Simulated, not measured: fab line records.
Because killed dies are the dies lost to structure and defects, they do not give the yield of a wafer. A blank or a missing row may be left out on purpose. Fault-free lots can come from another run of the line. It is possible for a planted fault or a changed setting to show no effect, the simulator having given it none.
Split-lot study ; flow n5_finfet ; route with 1938 steps; 7 lots, 21 wafers read

== THE SPLIT ==
At N5_PASSIVATION_ETCH_15 (etches SiCN in CF4/N2, target depth 75 nm, time 81.2 s), the setting bias_w was moved away from the recipe's 70 W on 9 of the 21 wafers read, by -17.7% to +11.8%. The other wafers ran this setting at the recipe's value.

The reading comes from the split's own step.

== THE READING ==
rf_vpp_V, in V, at N5_PASSIVATION_ETCH_15 (etches SiCN in CF4/N2, target depth 75 nm, time 81.2 s). Typical for fault-free wafers on this fab line: 382.0 V, with standard deviation 1.5 V.

wafer;tool, chamber at the split;bias_w as run, W;against the recipe;rf_vpp_V, V;against lot-mates on the recipe
L075.3;rie_diel-03, 2;78.25;+11.8%;411.0;+30.0
L075.4;rie_diel-03, 0;70;recipe;381.0;-
L075.5;rie_diel-03, 3;78.25;+11.8%;410.0;+29.0
L078.1;rie_diel-03, 3;62.32;-11.0%;354.9;-28.2
L078.2;rie_diel-03, 0;62.32;-11.0%;352.6;-30.5
L078.6;rie_diel-03, 3;70;recipe;383.1;-
L079.4;rie_diel-06, 0;70;recipe;382.2;-
L079.5;rie_diel-06, 0;70;recipe;381.1;-
L079.6;rie_diel-06, 1;70;recipe;387.1;-
L090.3;rie_diel-03, 1;76.6;+9.4%;405.7;+20.9
L090.5;rie_diel-03, 1;76.6;+9.4%;406.8;+22.0
L090.6;rie_diel-03, 2;70;recipe;384.8;-
L092.1;rie_diel-05, 2;57.64;-17.7%;338.1;-42.7
L092.3;rie_diel-05, 3;57.64;-17.7%;336.5;-44.3
L092.5;rie_diel-05, 3;70;recipe;380.8;-
L091.2;rie_diel-06, 3;70;recipe;380.8;-
L091.4;rie_diel-06, 0;59.76;-14.6%;345.0;-36.1
L091.6;rie_diel-06, 2;70;recipe;381.4;-
L094.2;rie_diel-03, 2;70;recipe;384.2;-
L094.3;rie_diel-03, 0;70;recipe;382.5;-
L094.5;rie_diel-03, 2;70;recipe;383.4;-

FIT RESULTS
A straight line over all 21 wafers: rf_vpp_V changes by +2.53 V for each +1% of bias_w; r = +1.00; the points scatter about the line by 1.7 V.
The same after taking each lot's own level away (the mean of its wafers on the recipe; 21 wafers): +2.48 V for each +1%; r = +1.00; scatter 1.5 V.
That fit puts the effect of the largest move of bias_w on the reading at 44 V.
Across the lots, their own levels run from 380.80 to 384.80 V, a range of 2.7 times the standard deviation given above.
Hence the lot-to-lot level has little effect on the slope; both slopes agree.
Check: with one of the wafers moved furthest among these (-17.7%) left out of the fit, the line predicts -44.4 V for it against its lot-mates. It came out at -42.7 V against them.
Tool readings at the split's step, against how far the setting was moved: rf_vpp_V r = +1.00.

== THE OTHER SPLITS THESE WAFERS WENT THROUGH ==
Note: prior to the reading, these wafers also went through further splits. Each is held against what the fit with the lots' levels taken away leaves over:
other split on the same wafers;wafers away from the commonest value;r with rf_vpp_V (lot level and that fit taken away)
N5_BEOL_M10_ETCH_66 time_s;9;+0.09
N5_BEOL_M10_TRENCH_ETCH_37 bias_w;6;-0.19
N5_BEOL_M12_DEP_53 time_s;6;-0.04
N5_BEOL_M13_ETCH_68 time_s;9;-0.24
N5_BEOL_M15_ILD_DEP_00 temp_c;6;-0.38
N5_BEOL_M15_SPUTTER_44 power_w;5;+0.13
N5_BEOL_M15_CMP_49 down_force_psi;5;-0.25

== THE FILE'S OWN FIT ==
rf_vpp_V changes by +2.48 V for each +1% of bias_w, r = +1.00.
